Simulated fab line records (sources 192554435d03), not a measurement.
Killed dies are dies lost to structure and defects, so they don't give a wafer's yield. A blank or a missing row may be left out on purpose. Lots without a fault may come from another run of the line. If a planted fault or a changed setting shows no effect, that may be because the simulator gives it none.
Matching of chambers    flow n5_finfet    4 sister chambers for N5_DUMMY_GATE_ETCH_36 on rie_diel-06
The step etches SiARC in CF4, target depth 13 nm. 4 wafers are shown with their chamber, then 8 later ones without.

== WAFERS, EACH WITH ITS CHAMBER ==
wafer   chamber  drypump_motor_current_A (A)
L079.4  2        5.95
L091.4  0        5.44
L091.5  1        5.98
L092.1  3        5.06

== WAFERS WITH NO CHAMBER GIVEN ==
wafer   drypump_motor_current_A (A)
L092.3  5.95
L092.5  5.46
L094.1  5.96
L094.2  5.04
L094.4  5.44
L096.1  5.99
L096.2  5.07
L096.3  5.48

== CHAMBER TAKEN BY EACH ==
wafer   from the rows above      in truth
L092.3  can't be placed: 2 or 1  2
L092.5  0                        0
L094.1  can't be placed: 2 or 1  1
L094.2  3                        3
L094.4  0                        0
L096.1  can't be placed: 1 or 2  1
L096.2  3                        3
L096.3  0                        0
Correct placement for 5 of the 8. Cannot be placed on the basis of these rows: 3; the candidates contain the true chamber in 3. Placed wrongly: 0.
How it was worked out, from the rows above alone: a wafer's distance from a chamber is the root of the sum, over the readings, of the square of ((its reading less the chamber's mean) divided by the reading's scatter). The wafer belongs to the nearest chamber; if the next one is less than 2 further off, it can't be placed. Each chamber's mean is taken over the wafers shown for it. The scatter: with one shown wafer a chamber, the root of the mean of the squares of how far each hidden wafer lies from its nearest shown one.
